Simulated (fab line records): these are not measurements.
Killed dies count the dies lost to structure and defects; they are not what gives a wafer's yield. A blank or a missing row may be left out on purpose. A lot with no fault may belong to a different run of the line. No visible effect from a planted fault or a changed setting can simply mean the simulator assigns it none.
fab line records	flow nandHarc	part 1 of 2: steps 1 to 25 of 38
record: lots: 5	wafers: 15	lastDay: 29
route steps=1302 shown A_CONTACT@1102 A_BLC@1107 A_M0@1137
lots untouched by any fault: they come from a run of this same line in which no faults occurred
startH: hours from the record's first day to the start of the lot's first wafer shown	waitH: how many hours have passed since the lot's step before this one	" repeats the value in the row above	L1.1+2: a single row standing in for several wafers	- no value, or no start was given	* or withheld: withheld	< > ~ a bound
route shown NAME@n: names a module that has steps shown in the file, with the first one's number in the route	usual: mean and standard deviation over wafers with no fault	same: alike in all rows	chamber/n: place in a boat	sites: the reading at each site	_std_site: standard deviation across them	_edge_site: inner sites' mean taken away from outer sites' mean	radiusMm: how far each site lies from the wafer's centre	mask NAME#n: copy n	behind: the last tool/chamber to shape the wafer	hold: what put the lot on hold/how long, in hours/how the hold closed	device: whichever transistor did not switch (one of n, p or np)	end of line: at the end of the route, the tests of the same wafers	a step with no rows: only its recipe	killed: at the first sort, the dies lost to defects and structure; wafer yield is something else	map: per-die view of a wafer (x killed, . not killed, _ where there is no die)
set.NAME: the setting that was run; set.NAME@STEP: the one run at that earlier step	model.NAME: the simulator's own value behind a step, which no gauge read
lots at some steps of the route; a table a step, a row a wafer
services: the hour from which a tool's chamber was out of use, counted from the record's first day as startH (under 0 if before that day), plus the number of hours and why
== steps ==
step: NHARC_A_CONTACT_CVD_19
recipe: targetThkA: 3000	tempC: 300	pressureTorr: 40	wf6FlowSccm: 40	h2FlowSccm: 1600	arFlowSccm: 1560	timeS: 802	material: W
usual: heaterPowerOuterW: 268/21	heaterPowerW: 469/31	throttleValvePct: 8.21/0.28
lot.wafer	tool	chamber	startH	waitH	heaterPowerOuterW	heaterPowerW	throttleValvePct
L077.4	cvdW-02	0	-	-	263	465	8.19
L077.3	"	1	"	"	281	505	8.04
L077.5	"	1	"	"	283	493	7.89
L081.1	cvdW-02	0	-	-	265	481	8.11
L081.4	"	1	"	"	280	490	8.03
L081.5	"	1	"	"	285	502	8.06
L084.2	cvdW-01	0	-	-	288	473	8.61
L084.4	"	0	"	"	290	493	8.66
L084.6	"	0	"	"	276	494	8.73
L087.4	cvdW-01	0	-	-	279	476	8.64
L087.3	"	1	"	"	234	400	8.25
L087.5	"	0	"	"	283	489	8.56
L089.2	cvdW-02	0	-	-	257	454	7.84
L089.1	"	1	"	"	289	490	8.36
L089.4	"	1	"	"	279	490	8.32
step: NHARC_A_CONTACT_CMP_20
recipe: tOverpolishS: 30	targetThkNm: 300
usual: motorCurrentA: 12.4/1.4	overpolishRunS: 29.999/0.0094	timeToEndpointS: 59/3.3
same: tOverpolishS: 30
lot.wafer	tool	chamber	startH	waitH	motorCurrentA	overpolishRunS	timeToEndpointS
L077.3	cmp-03	2	566.79	0.4	11.2	29.999	63
L077.4	"	3	"	"	12.5	30.017	61
L077.5	"	1	"	"	13.8	29.994	59
L081.4	cmp-02	1	596.82	0.5	13.2	29.998	57
L081.1	"	3	"	"	11.8	30.003	54
L081.5	"	1	"	"	12.8	30.000	58
L084.4	cmp-04	3	620.85	0.4	11.4	30.003	58
L084.2	"	0	"	"	10.5	30.004	57
L084.6	"	2	"	"	12.6	29.996	57
L087.3	cmp-04	1	649.18	0.4	14.9	30.017	58
L087.4	"	2	"	"	13.1	29.993	57
L087.5	"	2	"	"	12.5	29.991	55
L089.1	cmp-04	2	657.31	0.6	14.4	30.015	56
L089.2	"	3	"	"	11.0	30.013	59
L089.4	"	1	"	"	15.6	30.011	61
step: NHARC_A_CONTACT_SRD_22
lot.wafer	tool	chamber	startH	waitH
L077.3+4+5	wetBench-09	0,1,3	567.10	0.1
L081.1+4+5	wetBench-03	4,5,6	597.16	0.1
L084.6+2+4	wetBench-05	6,7,1	621.12	0.0
L087.4+3+5	wetBench-03	5,7,1	649.51	0.0
L089.4+2+1	wetBench-05	3,7,0	657.63	0.0
step: NHARC_A_CONTACT_INSPECT_23
usual: rawDefectCount: 522/140
lot.wafer	tool	chamber	startH	waitH	rawDefectCount
L077.3	defectInspect-02	-	567.19	0.1	656
L077.4	"	-	"	"	490
L077.5	"	-	"	"	641
L081.1	defectInspect-02	-	597.23	0.1	497
L081.4	"	-	"	"	867
L081.5	"	-	"	"	716
L084.2	defectInspect-01	-	621.20	0.1	356
L084.4	"	-	"	"	345
L084.6	"	-	"	"	468
L087.3	defectInspect-01	-	649.59	0.1	634
L087.4	"	-	"	"	630
L087.5	"	-	"	"	440
L089.1	defectInspect-02	-	657.71	0.1	555
L089.2	"	-	"	"	531
L089.4	"	-	"	"	450
step: NHARC_A_BLC_DEHYDRATE_00
recipe: tempC: 150	timeS: 120
lot.wafer	tool	chamber	startH	waitH
L077.3+4+5	lithoTrack-06	0	567.25	0.1
L081.1+4+5	lithoTrack-04	0	597.28	0.1
L084.2+4+6	lithoTrack-01	0	621.25	0.1
L087.3+4+5	lithoTrack-01	0	649.65	0.1
L089.1+2+4	lithoTrack-04	0	657.76	0.1
step: NHARC_A_BLC_HMDS_01
recipe: timeS: 30
lot.wafer	tool	chamber	startH	waitH
L077.3+4+5	lithoTrack-06	0	-	-
L081.1+4+5	lithoTrack-04	0	-	-
L084.2+4+6	lithoTrack-01	0	-	-
L087.3+4+5	lithoTrack-01	0	-	-
L089.1+2+4	lithoTrack-04	0	-	-
step: NHARC_A_BLC_COAT_02
recipe: tempC: 260	timeS: 75
lot.wafer	tool	chamber	startH	waitH
L077.3+4+5	lithoTrack-06	0	-	-
L081.1+4+5	lithoTrack-04	0	-	-
L084.2+4+6	lithoTrack-01	0	-	-
L087.3+4+5	lithoTrack-01	0	-	-
L089.1+2+4	lithoTrack-04	0	-	-
step: NHARC_A_BLC_COAT_03
recipe: tempC: 225	timeS: 65
lot.wafer	tool	chamber	startH	waitH
L077.3+4+5	lithoTrack-06	0	-	-
L081.1+4+5	lithoTrack-04	0	-	-
L084.2+4+6	lithoTrack-01	0	-	-
L087.3+4+5	lithoTrack-01	0	-	-
L089.1+2+4	lithoTrack-04	0	-	-
step: NHARC_A_BLC_COAT_04
recipe: spinRpm: 1500	resistThkNm: 90
lot.wafer	tool	chamber	startH	waitH
L077.3+4+5	lithoTrack-06	0	-	-
L081.1+4+5	lithoTrack-04	0	-	-
L084.2+4+6	lithoTrack-01	0	-	-
L087.3+4+5	lithoTrack-01	0	-	-
L089.1+2+4	lithoTrack-04	0	-	-
step: NHARC_A_BLC_SOFTBAKE_05
recipe: tempC: 105	timeS: 55
lot.wafer	tool	chamber	startH	waitH
L077.3+4+5	lithoTrack-06	0	-	-
L081.1+4+5	lithoTrack-04	0	-	-
L084.2+4+6	lithoTrack-01	0	-	-
L087.3+4+5	lithoTrack-01	0	-	-
L089.1+2+4	lithoTrack-04	0	-	-
step: NHARC_A_BLC_EBR_06
lot.wafer	tool	chamber	startH	waitH
L077.3+4+5	lithoTrack-06	0	-	-
L081.1+4+5	lithoTrack-04	0	-	-
L084.2+4+6	lithoTrack-01	0	-	-
L087.3+4+5	lithoTrack-01	0	-	-
L089.1+2+4	lithoTrack-04	0	-	-
step: NHARC_A_BLC_EXPOSE_07
recipe: na: 1.35	targetCdNm: 100	doseMj: 67.97	maskId: A_BLC
lot.wafer	tool	chamber	startH	waitH	mask
L077.3+4+5	arfiScanner-02	0	567.57	-	A_BLC#0
L081.1+4+5	arfiScanner-02	0	597.59	-	A_BLC#0
L084.2+4+6	arfiScanner-03	0	621.57	-	A_BLC#0
L087.3+4+5	arfiScanner-01	0	649.84	-	A_BLC#0
L089.1+2+4	arfiScanner-03	0	658.07	-	A_BLC#0
step: NHARC_A_BLC_PEB_08
recipe: pebTempC: 100	pebTimeS: 65
same: pebTimeS: 65
lot.wafer	tool	chamber	startH	waitH
L077.3+4+5	lithoTrack-04	0	567.62	0.0
L081.1+4+5	lithoTrack-06	0	597.66	0.1
L084.2+4+6	lithoTrack-06	0	621.62	0.1
L087.3+4+5	lithoTrack-01	0	649.89	0.0
L089.1+2+4	lithoTrack-04	0	658.13	0.1
step: NHARC_A_BLC_DEVELOP_09
recipe: developTimeS: 35	devTempC: 23
lot.wafer	tool	chamber	startH	waitH
L077.3+4+5	lithoTrack-04	0	-	-
L081.1+4+5	lithoTrack-06	0	-	-
L084.2+4+6	lithoTrack-06	0	-	-
L087.3+4+5	lithoTrack-01	0	-	-
L089.1+2+4	lithoTrack-04	0	-	-
step: NHARC_A_BLC_CD_MEAS_10
recipe: targetCdNm: 100	landingEnergyEv: 500
usual: cdNm: 99.7/0.67
lot.wafer	tool	chamber	startH	waitH	cdNm
L077.3	cdSem-03	0	567.70	-	100.9
L077.4	"	0	"	"	99.9
L077.5	"	0	"	"	99.8
L081.1	cdSem-01	0	597.73	-	99.0
L081.4	"	0	"	"	98.3
L081.5	"	0	"	"	99.6
L084.2	cdSem-01	0	621.71	-	99.4
L084.4	"	0	"	"	99.5
L084.6	"	0	"	"	98.8
L087.3	cdSem-02	0	649.97	-	100.4
L087.4	"	0	"	"	101.6
L087.5	"	0	"	"	99.8
L089.1	cdSem-02	0	658.21	-	100.2
L089.2	"	0	"	"	100.1
L089.4	"	0	"	"	99.3
step: NHARC_A_BLC_OVL_MEAS_11
usual: overlayXNm: -0.1/0.91	overlayYNm: -0.1/0.73
lot.wafer	tool	chamber	startH	waitH	overlayXNm	overlayYNm
L077.3	overlay-02	-	567.79	-	0.1	0.2
L077.4	"	-	"	"	-0.6	-0.2
L077.5	"	-	"	"	-0.6	0.2
L081.1	overlay-01	-	597.82	-	1.6	-0.6
L081.4	"	-	"	"	1.3	-1.2
L081.5	"	-	"	"	1.2	-1.0
L084.2	overlay-02	-	621.79	-	0.9	-1.7
L084.4	"	-	"	"	0.7	-1.7
L084.6	"	-	"	"	1.0	-1.5
L087.3	overlay-02	-	650.06	-	-1.1	-0.2
L087.4	"	-	"	"	-1.1	0.0
L087.5	"	-	"	"	-1.5	-0.2
L089.1	overlay-01	-	658.30	-	-0.9	0.0
L089.2	"	-	"	"	-0.7	0.3
L089.4	"	-	"	"	0.0	0.0
step: NHARC_A_BLC_INSPECT_12
usual: rawDefectCount: 91/33
lot.wafer	tool	chamber	startH	waitH	rawDefectCount
L077.3	defectInspect-01	-	567.82	0.0	83
L077.4	"	-	"	"	55
L077.5	"	-	"	"	61
L081.1	defectInspect-02	-	597.86	0.0	135
L081.4	"	-	"	"	138
L081.5	"	-	"	"	118
L084.2	defectInspect-01	-	621.83	0.0	25
L084.4	"	-	"	"	21
L084.6	"	-	"	"	17
L087.3	defectInspect-01	-	650.09	0.0	68
L087.4	"	-	"	"	78
L087.5	"	-	"	"	68
L089.1	defectInspect-02	-	658.34	0.0	139
L089.2	"	-	"	"	163
L089.4	"	-	"	"	122
step: NHARC_A_BLC_DESCUM_15
recipe: timeS: 3	o2FlowSccm: 200	arFlowSccm: 0	biasPowerW: 0	chemistry: O2
usual: chamberPressureMTorr: 60.00/0.053	drypumpMotorCurrentA: 5.6/0.44	oesProductAu: 1.003/0.012	rfVppV: 57.6/0.86	showerheadPlenumPTorr: 1.90/0.061	throttleValvePct: 11.312/0.0092
lot.wafer	tool	chamber	startH	waitH	chamberPressureMTorr	drypumpMotorCurrentA	oesProductAu	rfHoursCounterH	rfVppV	showerheadPlenumPTorr	throttleValvePct
L077.3	rieDiel-13	3	567.90	0.1	59.99	5.1	0.987	4	56.9	1.89	11.316
L077.4	"	3	"	"	59.99	5.1	0.992	-	59.8	1.89	11.304
L077.5	"	0	"	"	59.90	5.5	0.991	-	56.8	1.96	11.308
L081.4	rieDiel-07	3	597.92	0.1	60.00	5.4	1.023	7	58.4	1.93	11.306
L081.1	"	1	"	"	59.94	5.2	1.005	7	57.5	1.90	11.317
L081.5	"	0	"	"	60.08	6.0	1.037	-	56.9	1.83	11.319
L084.2	rieDiel-07	1	621.89	0.1	59.86	5.2	1.011	8	56.7	1.90	11.325
L084.4	"	2	"	"	60.06	5.9	1.005	9	58.5	1.89	11.315
L084.6	"	1	"	"	59.98	5.2	1.009	-	57.9	1.90	11.315
L087.3	rieDiel-08	3	650.50	0.4	60.03	6.2	1.016	29	58.4	2.07	11.305
L087.4	"	1	"	"	60.05	6.2	0.993	25	57.8	1.90	11.312
L087.5	"	0	"	"	59.97	4.9	0.981	-	58.3	2.07	11.310
L089.2	rieDiel-13	2	658.41	0.1	59.98	5.4	0.993	10	56.8	1.85	11.310
L089.1	"	3	"	"	59.95	5.1	1.002	13	57.5	1.89	11.328
L089.4	"	0	"	"	60.01	5.5	0.977	15	58.0	1.95	11.308
step: NHARC_A_BLC_ETCH_16
recipe: targetDepthA: 390	overEtchFrac: 0.3	timeS: 65	ionEnergyEv: 80	cf4FlowSccm: 150	arFlowSccm: 0	rfW: 300	biasW: 100	chemistry: CF4
usual: chamberPressureMTorr: 50.00/0.043	drypumpMotorCurrentA: 5.6/0.43	oesProductAu: 1.003/0.012	rfVppV: 151.1/1.1	showerheadPlenumPTorr: 1.76/0.05	throttleValvePct: 13.284/0.0091
lot.wafer	tool	chamber	startH	waitH	chamberPressureMTorr	drypumpMotorCurrentA	oesProductAu	rfHoursCounterH	rfVppV	showerheadPlenumPTorr	throttleValvePct
L077.3	rieDiel-13	1	568.00	0.1	50.04	6.4	1.000	4	149.9	1.72	13.291
L077.4	"	1	"	"	50.08	6.4	1.000	-	151.7	1.72	13.276
L077.5	"	3	"	"	49.97	5.1	0.993	-	151.1	1.75	13.264
L081.4	rieDiel-07	2	598.01	0.1	50.13	5.9	1.021	7	151.2	1.75	13.292
L081.1	"	3	"	"	50.04	5.4	1.013	7	151.3	1.78	13.281
L081.5	"	2	"	"	49.93	5.9	1.010	-	150.1	1.75	13.283
L084.2	rieDiel-07	3	621.97	0.1	50.00	5.3	1.019	9	152.5	1.78	13.270
L084.4	"	1	"	"	50.05	5.2	1.025	8	152.8	1.76	13.277
L084.6	"	0	"	"	50.00	6.0	1.020	-	149.8	1.69	13.296
L087.3	rieDiel-08	0	650.61	0.1	50.02	4.9	0.978	28	152.9	1.90	13.299
L087.4	"	2	"	"	49.99	5.4	0.993	26	149.9	1.70	13.280
L087.5	"	1	"	"	49.99	6.2	0.996	-	150.3	1.76	13.294
L089.1	rieDiel-13	0	658.48	0.1	49.98	5.5	0.985	15	150.8	1.80	13.284
L089.4	"	2	"	"	49.94	5.4	0.992	10	149.7	1.72	13.286
L089.2	"	3	"	"	49.98	5.1	1.005	13	152.3	1.75	13.271
step: NHARC_A_BLC_ETCH_17
recipe: targetDepthA: 3900	overEtchFrac: 0.25	timeS: 609.38	ionEnergyEv: 200	n2FlowSccm: 150	h2FlowSccm: 150	arFlowSccm: 0	rfW: 400	biasW: 150	chemistry: N2/H2
usual: chamberPressureMTorr: 30.002/0.029	drypumpMotorCurrentA: 5.6/0.44	n2FlowSccm: 150.0/0.47	oesProductAu: 1.003/0.011	rfVppV: 430.1/2	showerheadPlenumPTorr: 2.03/0.066	throttleValvePct: 14.170/0.0084
lot.wafer	tool	chamber	startH	waitH	chamberPressureMTorr	drypumpMotorCurrentA	n2FlowSccm	oesProductAu	rfHoursCounterH	rfVppV	showerheadPlenumPTorr	throttleValvePct
L077.3	rieDiel-13	3	-	-	29.969	5.1	149.7	1.000	4	430.5	2.02	14.164
L077.5	"	1	"	"	30.032	6.4	150.3	0.996	-	427.1	1.98	14.180
L077.4	"	3	"	"	29.993	5.1	150.9	0.990	-	429.0	2.02	14.154
L081.1	rieDiel-07	0	-	-	29.988	6.0	149.2	1.033	6	426.5	1.94	14.156
L081.4	"	2	"	"	30.003	5.9	149.3	1.018	7	430.0	2.01	14.162
L081.5	"	0	"	"	30.052	6.0	149.6	1.035	-	427.5	1.94	14.177
L084.4	rieDiel-07	2	-	-	29.995	5.9	149.5	1.003	9	430.3	2.01	14.170
L084.2	"	0	"	"	30.000	6.0	150.1	1.009	8	427.4	1.94	14.175
L084.6	"	2	"	"	30.028	5.9	149.4	1.009	-	429.3	2.01	14.168
L087.3	rieDiel-08	3	-	-	30.003	6.2	149.5	1.004	29	435.2	2.21	14.159
L087.4	"	2	"	"	30.022	5.4	150.1	0.993	26	427.6	1.95	14.168
L087.5	"	0	"	"	30.000	4.9	149.8	0.992	-	435.3	2.21	14.164
L089.2	rieDiel-13	2	-	-	30.046	5.4	150.0	0.984	10	428.8	1.97	14.159
L089.4	"	3	"	"	29.965	5.1	150.2	0.998	13	430.3	2.01	14.171
L089.1	"	0	"	"	30.005	5.5	149.7	0.982	15	431.5	2.08	14.183
step: NHARC_A_BLC_ETCH_18
recipe: targetDepthA: 9100	c4f8FlowSccm: 20	o2FlowSccm: 10	arFlowSccm: withheld	rfW: 600	biasW: 1500	chemistry: C4F8/O2/Ar
usual: chamberPressureMTorr: 25.001/0.021	oesProductAu: 0.960/0.019	rfVppV: 977/4.1
lot.wafer	tool	chamber	startH	waitH	chamberPressureMTorr	oesProductAu	rfHoursCounterH	rfVppV
L077.3	rieDiel-13	0	-	-	24.975	0.956	5	981
L077.5	"	1	"	"	24.980	0.962	-	974
L077.4	"	3	"	"	25.032	0.950	-	977
L081.1	rieDiel-07	0	-	-	24.956	0.949	7	971
L081.4	"	1	"	"	25.002	0.923	7	976
L081.5	"	0	"	"	24.984	0.947	-	974
L084.4	rieDiel-07	0	-	-	25.001	0.993	8	973
L084.2	"	2	"	"	24.980	0.960	9	976
L084.6	"	0	"	"	24.983	0.992	-	972
L087.3	rieDiel-08	3	-	-	25.000	0.929	30	988
L087.4	"	0	"	"	24.994	0.921	29	989
L087.5	"	3	"	"	24.969	0.939	-	989
L089.2	rieDiel-13	1	-	-	24.998	0.973	15	975
L089.1	"	2	"	"	25.038	0.954	10	975
L089.4	"	0	"	"	24.950	0.958	15	981
step: NHARC_A_BLC_CD_MEAS_19
usual: cdNm: 99.0/2.3
lot.wafer	tool	chamber	startH	waitH	cdNm
L077.3	cdSem-03	-	569.04	-	103.6
L077.4	"	-	"	"	98.8
L077.5	"	-	"	"	102.3
L081.1	cdSem-01	-	598.89	-	98.2
L081.4	"	-	"	"	94.8
L081.5	"	-	"	"	99.4
L084.2	cdSem-02	-	622.86	-	96.0
L084.4	"	-	"	"	97.8
L084.6	"	-	"	"	98.2
L087.3	cdSem-02	-	651.69	-	103.8
L087.4	"	-	"	"	101.6
L087.5	"	-	"	"	100.3
L089.1	cdSem-03	-	659.37	-	96.4
L089.2	"	-	"	"	99.1
L089.4	"	-	"	"	98.2
step: NHARC_A_BLC_STRIP_29
recipe: cf4FlowSccm: 150	arFlowSccm: 0	biasW: 0	chemistry: CF4
usual: chamberPressureMTorr: 50.00/0.046	drypumpMotorCurrentA: 5.6/0.42	oesProductAu: 1.003/0.012	rfVppV: 59.4/0.85	showerheadPlenumPTorr: 1.75/0.04	throttleValvePct: 13.285/0.0096
lot.wafer	tool	chamber	startH	waitH	chamberPressureMTorr	drypumpMotorCurrentA	oesProductAu	rfHoursCounterH	rfVppV	showerheadPlenumPTorr	throttleValvePct
L077.3	rieDiel-07	2	569.12	0.1	50.03	5.9	1.011	6	59.4	1.75	13.289
L077.4	"	0	"	"	49.98	5.9	1.027	5	59.3	1.69	13.299
L077.5	"	1	"	"	50.04	5.2	1.004	-	58.6	1.76	13.290
L081.1	rieDiel-07	1	598.97	0.1	49.97	5.2	0.995	7	58.2	1.76	13.301
L081.4	"	3	"	"	50.08	5.3	1.009	7	59.4	1.78	13.281
L081.5	"	0	"	"	50.04	6.0	1.014	-	58.8	1.69	13.292
L084.2	rieDiel-13	0	622.95	0.1	50.01	5.5	0.978	11	60.5	1.80	13.280
L084.4	"	2	"	"	50.05	5.5	0.994	6	60.3	1.72	13.278
L084.6	"	0	"	"	49.98	5.5	0.994	-	58.0	1.80	13.287
L087.4	rieDiel-13	1	651.76	0.1	49.97	6.4	1.006	13	60.3	1.72	13.290
L087.3	"	3	"	"	49.99	5.1	1.010	12	60.2	1.75	13.280
L087.5	"	2	"	"	49.97	5.4	0.991	-	58.6	1.72	13.293
L089.4	rieDiel-07	3	659.44	0.1	50.03	5.3	1.015	0	59.7	1.78	13.292
L089.1	"	1	"	"	49.96	5.2	0.995	0	59.6	1.76	13.296
L089.2	"	2	"	"	49.92	5.9	1.009	0	58.0	1.74	13.282
step: NHARC_A_BLC_STRIP_21
recipe: o2FlowSccm: 500	arFlowSccm: 0	biasW: 0	chemistry: O2
usual: chamberPressureMTorr: 60.00/0.061	drypumpMotorCurrentA: 5.6/0.43	oesProductAu: 1.003/0.012	rfVppV: 57.6/0.84	showerheadPlenumPTorr: 3.48/0.076	throttleValvePct: 17.037/0.0099
lot.wafer	tool	chamber	startH	waitH	chamberPressureMTorr	drypumpMotorCurrentA	oesProductAu	rfHoursCounterH	rfVppV	showerheadPlenumPTorr	throttleValvePct
L077.3	rieDiel-07	1	569.21	0.1	60.03	5.3	1.006	6	59.3	3.51	17.035
L077.4	"	3	"	"	60.02	5.3	0.999	5	58.4	3.55	17.040
L077.5	"	2	"	"	59.99	5.9	1.012	-	57.7	3.48	17.047
L081.4	rieDiel-07	1	599.07	0.1	59.96	5.2	1.004	7	57.5	3.51	17.038
L081.1	"	0	"	"	59.93	6.0	1.021	7	57.0	3.38	17.035
L081.5	"	1	"	"	59.89	5.2	1.018	-	57.4	3.51	17.043
L084.2	rieDiel-13	0	623.04	0.1	59.87	5.5	0.982	11	59.8	3.60	17.048
L084.4	"	1	"	"	59.94	6.4	1.019	10	56.5	3.43	17.041
L084.6	"	0	"	"	59.91	5.5	0.984	-	57.9	3.60	17.035
L087.4	rieDiel-13	2	651.88	0.1	59.97	5.4	0.993	9	57.0	3.43	17.039
L087.3	"	0	"	"	60.02	5.5	0.998	14	58.2	3.59	17.020
L087.5	"	1	"	"	60.03	6.4	1.008	-	58.0	3.43	17.055
L089.4	rieDiel-07	0	659.55	0.1	60.07	6.0	1.004	0	59.0	3.38	17.043
L089.2	"	1	"	"	60.02	5.2	1.002	0	58.9	3.51	17.029
L089.1	"	2	"	"	60.12	5.9	1.001	0	57.3	3.48	17.026
step: NHARC_A_BLC_STRIP_22
recipe: timeS: 600	tempC: 30	chemistry: postEtchResidueRemover
lot.wafer	tool	chamber	startH	waitH
L077.3+5+4	wetBench-07	2,3,4	569.37	-
L081.1+5+4	wetBench-06	7,0,2	599.21	-
L084.6+2+4	wetBench-01	5,6,7	623.19	-
L087.5+4+3	wetBench-07	5,6,7	652.02	-
L089.2+1+4	wetBench-07	5,1,2	659.70	-
